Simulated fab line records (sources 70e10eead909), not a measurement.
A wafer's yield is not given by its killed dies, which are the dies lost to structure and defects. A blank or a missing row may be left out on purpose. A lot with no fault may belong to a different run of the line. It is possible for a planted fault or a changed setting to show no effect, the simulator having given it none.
fab line records ; flow nand-harc
record lots=6; wafers=18; last-day=32
route steps=1302 shown P_CONTACT@236 END@1302
lots that met no fault: taken from a fault-free run of the same line
start-h: hours from the record's opening day to when the first of the lot's shown wafers began ; wait-h: how many hours have passed since the lot's step before this one ; " identical to the entry in the row above ; L1.1+2: one row covering several wafers at once ; - no value, or no start was given ; * or withheld: withheld ; < > ~ a bound
route shown NAME@n: NAME is a module with steps in the file, n the number in the route of the first one ; usual: mean and standard deviation over wafers with no fault ; same: alike in all rows ; chamber/n: place in a boat ; sites: each site's reading ; _std_site: the standard deviation of these ; _edge_site: mean of outer sites minus mean of inner sites ; radius-mm: for every site, how far away it sits from the centre of the wafer ; mask NAME#n: copy n ; behind: tool/chamber where the wafer was last shaped ; hold: the reason the lot was held/the length of the hold in hours/how it ended ; device: which transistor (n, p or np) failed to switch ; end of line: tests run on the same wafers once the route is complete ; where a step has no rows: the recipe by itself ; killed: count of dies lost to structure and defects at first sort (not the wafer's yield) ; map: per-die view of a wafer (x killed, . not killed, _ where there is no die)
set.NAME: setting as actually run; set.NAME@STEP: the setting as run at that earlier step ; model.NAME: the simulator's own value behind a step, which no gauge read
lots at some steps of the route; a table a step, a row a wafer
services: from which hour (start-h, from the record's first day; less than 0 if before it) a tool's chamber was out of use, for how many hours, and why
## steps
# step NHARC_P_CONTACT_ETCH_35
# recipe target-depth-a=390; over-etch-frac=0.3; time-s=65; ion-energy-ev=80; cf4-flow-sccm=150; ar-flow-sccm=0; rf-w=300; bias-w=100; chemistry=CF4
# usual chamber-pressure-mTorr=50.01/0.045; drypump-motor-current-A=5.6/0.43; oes-product-au=0.998/0.012; rf-vpp-V=151.2/1.3; showerhead-plenum-p-Torr=1.77/0.083; throttle-valve-pct=13.285/0.0098
lot.wafer;tool;chamber;start-h;wait-h;chamber-pressure-mTorr;drypump-motor-current-A;oes-product-au;rf-hours-counter-h;rf-vpp-V;showerhead-plenum-p-Torr;throttle-valve-pct
L792.3;rie-diel-05;3;133.68;0.1;50.03;5.1;1.009;3.8;151.4;1.78;13.284
L792.2;rie-diel-05;0;133.68;0.1;50.02;5.0;1.004;3.1;150.4;1.70;13.280
L792.5;rie-diel-05;0;133.68;0.1;49.98;5.0;1.000;-;148.6;1.70;13.289
L801.1;rie-diel-01;1;236.56;0.1;49.97;5.1;1.005;0.3;150.0;1.66;13.287
L801.2;rie-diel-01;2;236.56;0.1;50.03;5.8;1.012;0.3;152.3;1.88;13.291
L801.3;rie-diel-01;3;236.56;0.1;50.03;6.1;1.011;0.4;150.3;1.67;13.275
L802.4;rie-diel-01;0;240.08;0.1;49.97;5.2;1.015;0.6;150.5;1.72;13.276
L802.3;rie-diel-01;2;240.08;0.1;49.97;5.8;1.010;0.8;151.3;1.88;13.277
L802.1;rie-diel-01;3;240.08;0.1;50.04;6.1;0.999;0.6;148.7;1.67;13.292
L803.1;rie-diel-01;1;246.78;0.1;50.13;5.1;0.989;1.2;150.5;1.66;13.277
L803.4;rie-diel-01;2;246.78;0.1;49.97;5.8;1.005;1.2;153.3;1.88;13.295
L803.5;rie-diel-01;2;246.78;0.1;49.93;5.8;1.009;-;153.2;1.88;13.280
L807.3;rie-diel-01;0;286.89;0.1;50.05;5.1;1.010;2.5;150.8;1.72;13.289
L807.2;rie-diel-01;1;286.89;0.1;50.05;5.1;1.002;2.9;149.8;1.66;13.281
L807.5;rie-diel-01;3;286.89;0.1;49.94;6.1;0.999;-;150.8;1.67;13.288
L812.2;rie-diel-05;0;340.92;0.1;50.03;5.0;0.992;4.7;150.7;1.69;13.275
L812.3;rie-diel-05;1;340.92;0.1;50.01;6.0;1.004;4.5;151.1;1.72;13.284
L812.6;rie-diel-05;0;340.92;0.1;50.02;5.0;0.997;-;150.7;1.69;13.284
# step NHARC_P_CONTACT_ETCH_36
# recipe target-depth-a=2600; over-etch-frac=0.25; time-s=406.25; ion-energy-ev=200; n2-flow-sccm=150; h2-flow-sccm=150; ar-flow-sccm=0; rf-w=400; bias-w=150; chemistry=N2/H2
# step NHARC_P_CONTACT_ETCH_18
# recipe target-depth-a=4810; time-s=240.5; c4f8-flow-sccm=20; o2-flow-sccm=10; ar-flow-sccm=withheld; rf-w=600; bias-w=1500; chemistry=C4F8/O2/Ar
# usual chamber-pressure-mTorr=24.999/0.022; oes-product-au=0.955/0.02; rf-vpp-V=978/6.7
lot.wafer;tool;chamber;start-h;wait-h;chamber-pressure-mTorr;oes-product-au;rf-hours-counter-h;rf-vpp-V
L792.3;rie-diel-05;3;-;-;24.994;0.977;3.9;979
L792.2;rie-diel-05;2;-;-;24.987;0.979;3.1;974
L792.5;rie-diel-05;0;-;-;24.990;0.972;-;972
L801.3;rie-diel-01;1;-;-;25.033;0.919;0.6;969
L801.2;rie-diel-01;2;-;-;24.994;0.926;0.6;987
L801.1;rie-diel-01;0;-;-;25.035;0.939;0.5;974
L802.3;rie-diel-01;1;-;-;25.004;0.957;1.0;969
L802.4;rie-diel-01;3;-;-;25.003;0.950;0.8;970
L802.1;rie-diel-01;0;-;-;24.992;0.963;0.8;974
L803.4;rie-diel-01;0;-;-;25.016;0.977;1.1;975
L803.1;rie-diel-01;1;-;-;25.006;0.959;1.5;968
L803.5;rie-diel-01;0;-;-;25.008;0.969;-;975
L807.3;rie-diel-01;3;-;-;25.026;0.929;2.3;971
L807.2;rie-diel-01;0;-;-;24.996;0.924;2.7;973
L807.5;rie-diel-01;0;-;-;24.998;0.930;-;974
L812.2;rie-diel-05;3;-;-;24.999;0.933;5.5;978
L812.3;rie-diel-05;1;-;-;25.009;0.945;4.8;973
L812.6;rie-diel-05;2;-;-;25.001;0.940;-;972
# step NHARC_P_CONTACT_STRIP_37
# recipe c4f8-flow-sccm=withheld; o2-flow-sccm=8; ar-flow-sccm=withheld; bias-w=0; chemistry=C4F8/O2/Ar
# step NHARC_P_CONTACT_ETCH_31
# recipe target-depth-a=300; time-s=85.7; ion-energy-ev=120; over-etch-frac=1; ch3f-flow-sccm=50; o2-flow-sccm=30; ar-flow-sccm=200; rf-w=500; bias-w=100; chemistry=CH3F/O2
# step NHARC_P_CONTACT_CD_MEAS_19
# usual cd-nm=89.5/1.5
lot.wafer;tool;chamber;start-h;wait-h;cd-nm
L792.2;cd-sem-02;-;134.48;-;87.8
L792.3;cd-sem-02;-;134.48;-;89.1
L792.5;cd-sem-02;-;134.48;-;90.6
L801.1;cd-sem-03;-;237.72;-;89.0
L801.2;cd-sem-03;-;237.72;-;88.3
L801.3;cd-sem-03;-;237.72;-;86.2
L802.1;cd-sem-02;-;240.86;-;91.3
L802.3;cd-sem-02;-;240.86;-;89.7
L802.4;cd-sem-02;-;240.86;-;88.8
L803.1;cd-sem-03;-;247.56;-;90.7
L803.4;cd-sem-03;-;247.56;-;88.8
L803.5;cd-sem-03;-;247.56;-;91.7
L807.2;cd-sem-02;-;287.67;-;89.4
L807.3;cd-sem-02;-;287.67;-;88.5
L807.5;cd-sem-02;-;287.67;-;89.8
L812.2;cd-sem-01;-;341.72;-;89.2
L812.3;cd-sem-01;-;341.72;-;89.5
L812.6;cd-sem-01;-;341.72;-;88.0
# step NHARC_P_CONTACT_STRIP_28
# recipe o2-flow-sccm=500; ar-flow-sccm=0; bias-w=0; chemistry=O2
# step NHARC_P_CONTACT_STRIP_29
# recipe time-s=1200; temp-c=72.5; chemistry=post-etch-residue-remover
# step NHARC_P_CONTACT_DEGAS_38
# recipe temp-c=300; time-s=60
# usual heater-power-w=471/49
lot.wafer;tool;chamber;start-h;wait-h;heater-power-w
L792.3;pvd-sputter-03;-;135.20;-;418
L792.2;pvd-sputter-03;-;135.20;-;479
L792.5;pvd-sputter-03;-;135.20;-;539
L801.2;pvd-sputter-01;-;238.47;-;437
L801.1;pvd-sputter-01;-;238.47;-;437
L801.3;pvd-sputter-01;-;238.47;-;577
L802.3;pvd-sputter-02;-;241.58;-;438
L802.4;pvd-sputter-02;-;241.58;-;499
L802.1;pvd-sputter-02;-;241.58;-;434
L803.1;pvd-sputter-03;-;248.29;-;517
L803.4;pvd-sputter-03;-;248.29;-;417
L803.5;pvd-sputter-03;-;248.29;-;511
L807.2;pvd-sputter-03;-;288.39;-;532
L807.3;pvd-sputter-03;-;288.39;-;515
L807.5;pvd-sputter-03;-;288.39;-;519
L812.3;pvd-sputter-02;-;342.43;-;437
L812.2;pvd-sputter-02;-;342.43;-;500
L812.6;pvd-sputter-02;-;342.43;-;451
# step NHARC_P_CONTACT_PRE_CLEAN_39
# recipe time-s=19.5; bias-v=250; gas=Ar
# step NHARC_P_CONTACT_PVD_32
# recipe target-thk-a=50; chamber-pressure-pa=5; power-w=5000; substrate-temp-c=200; time-s=17.7; material=Ti
# usual throttle-valve-pct=30.0/1.1
lot.wafer;tool;chamber;start-h;wait-h;throttle-valve-pct
L792.3;pvd-sputter-03;-;-;-;28.4
L792.2;pvd-sputter-03;-;-;-;29.1
L792.5;pvd-sputter-03;-;-;-;28.8
L801.3;pvd-sputter-01;-;-;-;30.3
L801.1;pvd-sputter-01;-;-;-;30.2
L801.2;pvd-sputter-01;-;-;-;29.3
L802.3;pvd-sputter-02;-;-;-;30.3
L802.4;pvd-sputter-02;-;-;-;30.4
L802.1;pvd-sputter-02;-;-;-;31.8
L803.4;pvd-sputter-03;-;-;-;31.7
L803.1;pvd-sputter-03;-;-;-;29.8
L803.5;pvd-sputter-03;-;-;-;28.8
L807.3;pvd-sputter-03;-;-;-;29.9
L807.2;pvd-sputter-03;-;-;-;29.8
L807.5;pvd-sputter-03;-;-;-;30.1
L812.3;pvd-sputter-02;-;-;-;31.3
L812.2;pvd-sputter-02;-;-;-;27.9
L812.6;pvd-sputter-02;-;-;-;31.0
# step NHARC_P_CONTACT_ALD_22
# recipe target-thk-a=30; pulse-time-s=1; ald-cycles=150; temp-c=450; material=TiN
# usual heater-power-w=1094/120; precursor-pulse-height-rel=1.001/0.02
lot.wafer;tool;chamber;start-h;wait-h;heater-power-w;precursor-pulse-height-rel
L792.2;ald-metal-03;0;135.44;-;1131;0.984
L792.3;ald-metal-03;2;135.44;-;1094;0.980
L792.5;ald-metal-03;3;135.44;-;966;0.987
L801.2;ald-metal-03;0;238.71;-;1111;0.982
L801.3;ald-metal-03;2;238.71;-;1143;1.002
L801.1;ald-metal-03;3;238.71;-;922;0.996
L802.1;ald-metal-04;2;241.85;-;1290;0.965
L802.4;ald-metal-04;3;241.85;-;944;1.004
L802.3;ald-metal-04;0;241.85;-;915;1.000
L803.4;ald-metal-01;0;248.54;-;1037;0.970
L803.1;ald-metal-01;2;248.54;-;1046;1.015
L803.5;ald-metal-01;0;248.54;-;1031;1.003
L807.3;ald-metal-01;3;288.66;-;1095;1.012
L807.2;ald-metal-01;0;288.66;-;1041;1.002
L807.5;ald-metal-01;0;288.66;-;1051;0.985
L812.2;ald-metal-04;1;342.67;-;1298;0.987
L812.3;ald-metal-04;0;342.67;-;853;1.020
L812.6;ald-metal-04;1;342.67;-;1307;1.012
# step NHARC_P_CONTACT_CVD_23
# recipe target-thk-a=2000; temp-c=300; pressure-torr=40; wf6-flow-sccm=40; h2-flow-sccm=1600; ar-flow-sccm=1560; time-s=557; material=W
# usual chamber-pressure-Torr=40.00/0.092; heater-power-outer-w=251/27; heater-power-w=449/48; mfc-h2-sccm=1601/4.8; throttle-valve-pct=7.63/0.29
lot.wafer;tool;chamber;start-h;wait-h;chamber-pressure-Torr;heater-power-outer-w;heater-power-w;mfc-h2-sccm;throttle-valve-pct
L792.2;cvd-w-02;1;135.94;-;40.14;214;377;1597;7.58
L792.3;cvd-w-02;0;135.94;-;40.14;277;507;1601;7.59
L792.5;cvd-w-02;1;135.94;-;40.10;216;382;1596;7.63
L801.2;cvd-w-01;0;238.91;-;-;-;-;-;-
L801.1;cvd-w-01;1;238.91;-;-;-;-;-;-
L801.3;cvd-w-01;0;238.91;-;-;-;-;-;-
L802.1;cvd-w-02;0;242.12;-;-;-;-;-;-
L802.4;cvd-w-02;1;242.12;-;-;-;-;-;-
L802.3;cvd-w-02;0;242.12;-;-;-;-;-;-
L803.1;cvd-w-01;0;248.72;-;39.82;259;468;1600;7.17
L803.4;cvd-w-01;1;248.72;-;39.97;248;440;1597;7.97
L803.5;cvd-w-01;1;248.72;-;39.88;259;442;1599;7.75
L807.2;cvd-w-02;1;288.96;-;40.07;212;394;1595;7.59
L807.3;cvd-w-02;0;288.96;-;40.02;285;541;1609;7.78
L807.5;cvd-w-02;0;288.96;-;40.05;296;530;1589;8.16
L812.2;cvd-w-01;0;342.87;-;40.10;266;471;1599;7.04
L812.3;cvd-w-01;1;342.87;-;39.98;263;440;1602;7.93
L812.6;cvd-w-01;0;342.87;-;40.13;262;464;1600;7.05
# step NHARC_P_CONTACT_CMP_24
# recipe t-overpolish-s=30; target-thk-nm=200
# usual motor-current-A=11.9/1.1; overpolish-run-s=30.000/0.0082; time-to-endpoint-s=40/3.2
lot.wafer;tool;chamber;start-h;wait-h;motor-current-A;overpolish-run-s;time-to-endpoint-s
L792.2;cmp-01;2;136.62;0.6;11.4;30.006;44
L792.3;cmp-01;3;136.62;0.6;11.5;30.008;44
L792.5;cmp-01;1;136.62;0.6;14.1;30.010;40
L801.1;cmp-01;0;239.55;0.5;11.7;29.997;2
L801.3;cmp-01;1;239.55;0.5;14.0;30.002;1
L801.2;cmp-01;2;239.55;0.5;10.8;29.996;1
L802.1;cmp-04;2;242.68;0.5;12.7;30.004;0
L802.4;cmp-04;3;242.68;0.5;11.6;30.000;3
L802.3;cmp-04;0;242.68;0.5;12.1;30.010;1
L803.4;cmp-03;0;249.40;0.3;10.9;30.005;36
L803.1;cmp-03;2;249.40;0.3;12.1;29.995;41
L803.5;cmp-03;0;249.40;0.3;9.9;29.990;36
L807.2;cmp-03;1;289.52;0.5;11.8;29.998;35
L807.3;cmp-03;0;289.52;0.5;10.4;30.002;36
L807.5;cmp-03;2;289.52;0.5;12.9;30.001;42
L812.3;cmp-03;1;343.52;0.3;11.7;29.992;36
L812.2;cmp-03;2;343.52;0.3;12.7;30.004;41
L812.6;cmp-03;1;343.52;0.3;12.1;29.998;36
# step NHARC_END_SORT_01
# recipe temp-c=25
# usual killed-at-array=56/19; killed-at-other=1.0/1.3; killed-at-periphery=3.8/2.2; killed-dies=61/19; killed-open=3.1/1.9; killed-short=2.3/1.5
# same gross-dies=677
lot.wafer;tool;chamber;start-h;wait-h;killed-at-array;killed-at-other;killed-at-periphery;killed-dies;killed-open;killed-short
L801.1;prober-02;0;675.34;2.5;71;0;606;677;2;2
L801.2;prober-02;0;676.14;2.8;71;1;605;677;2;0
L801.3;prober-02;0;676.94;3.1;59;1;617;677;1;2
L802.1;prober-01;0;680.95;2.5;19;0;658;677;2;1
L802.3;prober-01;0;682.57;3.1;27;1;649;677;5;3
L802.4;prober-01;0;683.38;3.4;16;1;660;677;4;2
# killed by level:class
L801.1 P_CONTACT:area-cvd=604 A_CHANNEL_HOLE_D1:chamber-film-flake=34 A_SLIT:chamber-film-flake=27 A_CONTACT:chamber-film-flake=2 A_WL_FILL:chamber-film-flake=2 P_STI:geometric-particle:open=1 P_M0:geometric-particle:open=1 A_ONON_D1:geometric-particle:short=1
L801.2 P_CONTACT:area-cvd=605 A_CHANNEL_HOLE_D1:chamber-film-flake=36 A_SLIT:chamber-film-flake=25 A_CONTACT:chamber-film-flake=5 A_CONTACT:geometric-particle:open=2 A_CHANNEL_FILL_D1:chamber-film-flake=1 A_CHANNEL_FILL_D2:chamber-film-flake=1 A_STAIRCASE:chamber-film-flake=1
L801.3 P_CONTACT:area-cvd=615 A_CHANNEL_HOLE_D1:chamber-film-flake=25 A_SLIT:chamber-film-flake=25 A_WL_FILL:chamber-film-flake=3 A_CHANNEL_FILL_D1:chamber-film-flake=2 P_GATE:geometric-particle:open=1 A_SOURCE_PLATE:geometric-particle:short=1 A_ONON_D1:geometric-particle:short=1
L802.1 P_CONTACT:area-cvd=655 A_CHANNEL_HOLE_D1:chamber-film-flake=7 A_STAIRCASE:chamber-film-flake=3 A_SLIT:chamber-film-flake=3 A_CONTACT:chamber-film-flake=3 P_CONTACT:chamber-film-flake=2 A_CHANNEL_FILL_D2:geometric-particle:open=1 A_WL_FILL:geometric-particle:short=1
L802.3 P_CONTACT:area-cvd=647 A_CHANNEL_HOLE_D1:chamber-film-flake=12 A_STAIRCASE:chamber-film-flake=3 A_CONTACT:chamber-film-flake=3 A_ONON_D2:geometric-particle:open=2 P_M0:geometric-particle:short=1 A_DECK1_JOINT:geometric-particle:short=1 A_CHANNEL_HOLE_D2:geometric-particle:open=1
L802.4 P_CONTACT:area-cvd=658 A_CHANNEL_HOLE_D1:chamber-film-flake=7 A_CONTACT:chamber-film-flake=2 P_CONTACT:geometric-particle:open=1 A_SOURCE_PLATE:geometric-particle:open=1 A_WL_FILL:geometric-particle:short=1 A_WL_FILL:geometric-particle:open=1 A_M0:geometric-particle:short=1
# map L801.1 (x killed, . not)
____________x____________
_________xxxxxxx_________
_______xxxxxxxxxxx_______
______xxxxxxxxxxxxx______
_____xxxxxxxxxxxxxxx_____
____xxxxxxxxxxxxxxxxx____
____xxxxxxxxxxxxxxxxx____
___xxxxxxxxxxxxxxxxxxx___
___xxxxxxxxxxxxxxxxxxx___
__xxxxxxxxxxxxxxxxxxxxx__
__xxxxxxxxxxxxxxxxxxxxx__
_xxxxxxxxxxxxxxxxxxxxxxx_
_xxxxxxxxxxxxxxxxxxxxxxx_
_xxxxxxxxxxxxxxxxxxxxxxx_
_xxxxxxxxxxxxxxxxxxxxxxx_
_xxxxxxxxxxxxxxxxxxxxxxx_
xxxxxxxxxxxxxxxxxxxxxxxxx
xxxxxxxxxxxxxxxxxxxxxxxxx
xxxxxxxxxxxxxxxxxxxxxxxxx
xxxxxxxxxxxxxxxxxxxxxxxxx
xxxxxxxxxxxxxxxxxxxxxxxxx
_xxxxxxxxxxxxxxxxxxxxxxx_
_xxxxxxxxxxxxxxxxxxxxxxx_
_xxxxxxxxxxxxxxxxxxxxxxx_
_xxxxxxxxxxxxxxxxxxxxxxx_
_xxxxxxxxxxxxxxxxxxxxxxx_
__xxxxxxxxxxxxxxxxxxxxx__
__xxxxxxxxxxxxxxxxxxxxx__
___xxxxxxxxxxxxxxxxxxx___
___xxxxxxxxxxxxxxxxxxx___
____xxxxxxxxxxxxxxxxx____
____xxxxxxxxxxxxxxxxx____
_____xxxxxxxxxxxxxxx_____
______xxxxxxxxxxxxx______
_______xxxxxxxxxxx_______
_________xxxxxxx_________
____________x____________
# map L802.1 (x killed, . not)
____________x____________
_________xxxxxxx_________
_______xxxxxxxxxxx_______
______xxxxxxxxxxxxx______
_____xxxxxxxxxxxxxxx_____
____xxxxxxxxxxxxxxxxx____
____xxxxxxxxxxxxxxxxx____
___xxxxxxxxxxxxxxxxxxx___
___xxxxxxxxxxxxxxxxxxx___
__xxxxxxxxxxxxxxxxxxxxx__
__xxxxxxxxxxxxxxxxxxxxx__
_xxxxxxxxxxxxxxxxxxxxxxx_
_xxxxxxxxxxxxxxxxxxxxxxx_
_xxxxxxxxxxxxxxxxxxxxxxx_
_xxxxxxxxxxxxxxxxxxxxxxx_
_xxxxxxxxxxxxxxxxxxxxxxx_
xxxxxxxxxxxxxxxxxxxxxxxxx
xxxxxxxxxxxxxxxxxxxxxxxxx
xxxxxxxxxxxxxxxxxxxxxxxxx
xxxxxxxxxxxxxxxxxxxxxxxxx
xxxxxxxxxxxxxxxxxxxxxxxxx
_xxxxxxxxxxxxxxxxxxxxxxx_
_xxxxxxxxxxxxxxxxxxxxxxx_
_xxxxxxxxxxxxxxxxxxxxxxx_
_xxxxxxxxxxxxxxxxxxxxxxx_
_xxxxxxxxxxxxxxxxxxxxxxx_
__xxxxxxxxxxxxxxxxxxxxx__
__xxxxxxxxxxxxxxxxxxxxx__
___xxxxxxxxxxxxxxxxxxx___
___xxxxxxxxxxxxxxxxxxx___
____xxxxxxxxxxxxxxxxx____
____xxxxxxxxxxxxxxxxx____
_____xxxxxxxxxxxxxxx_____
______xxxxxxxxxxxxx______
_______xxxxxxxxxxx_______
_________xxxxxxx_________
____________x____________
## services
tool;chamber;start-h;hours;kind
cvd-w-02;-;126.77;1.0;repair
cvd-w-01;1;168.57;1.4;repair
pvd-sputter-03;-;170.00;10.0;pm
cmp-03;-;177.26;10.4;repair
cvd-w-02;0;178.35;23.1;repair
cvd-w-02;-;179.27;0.4;repair
rie-diel-05;2;181.75;3.1;repair
cvd-w-01;-;185.00;13.0;pm
cmp-03;-;198.07;4.0;pm
cvd-w-01;-;202.59;0.5;repair
rie-diel-01;-;203.80;9.0;pm
cvd-w-01;-;206.58;0.6;repair
rie-diel-01;-;222.93;0.5;repair
rie-diel-05;-;229.61;9.0;pm
pvd-sputter-03;-;233.17;1.1;repair
pvd-sputter-03;-;237.84;4.3;repair
cvd-w-02;-;269.00;13.0;pm
cmp-03;-;274.83;2.9;repair
pvd-sputter-02;-;282.06;10.0;pm
rie-diel-05;0;290.26;2.7;repair
rie-diel-01;2;300.56;9.2;repair
rie-diel-01;3;302.29;13.9;repair
pvd-sputter-02;-;311.82;4.8;repair
rie-diel-01;1;319.99;20.5;repair
## key
first-sign step=NHARC_P_CONTACT_CVD_23; reading=tool-record; direction=missing
effect step=NHARC_P_CONTACT_CMP_24; reading=time-to-endpoint-s; direction=down; sigmas=12; usual=*; struck=*
effect step=NHARC_END_SORT_01; reading=killed-at-periphery; direction=up; sigmas=99+; usual=3.8; struck=632.5
more-kills-born-at NHARC_P_CONTACT_CVD_23@cvd-w-02=1960; NHARC_P_CONTACT_CVD_23@cvd-w-01=1824
met-at NHARC_P_CONTACT_CVD_23
struck-wafers L801.1,L801.2,L801.3,L802.1,L802.3,L802.4
later-rows-left-out L801.1,L801.2,L801.3,L802.1,L802.3,L802.4
tester-left-out L801,L802
onset-between 135.94 238.91
fault kind=skipped-step-whole; tool=cvd-w-01,cvd-w-02; chamber=-; onset-h=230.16; steps=NHARC_P_CONTACT_CVD_23; scope=struck-lots-only
# tester-left-out: of these lots the tester's yield and bins aren't shown, on N5 and GAA mostly nor the transistor test; their killed dies are dies lost to structure and defects alone, not to doping, threshold or leakage, so they don't give the yield
# later-rows-left-out: the simulator's readings of these wafers behind a module that went badly wrong aren't trusted and aren't shown, but for the sort
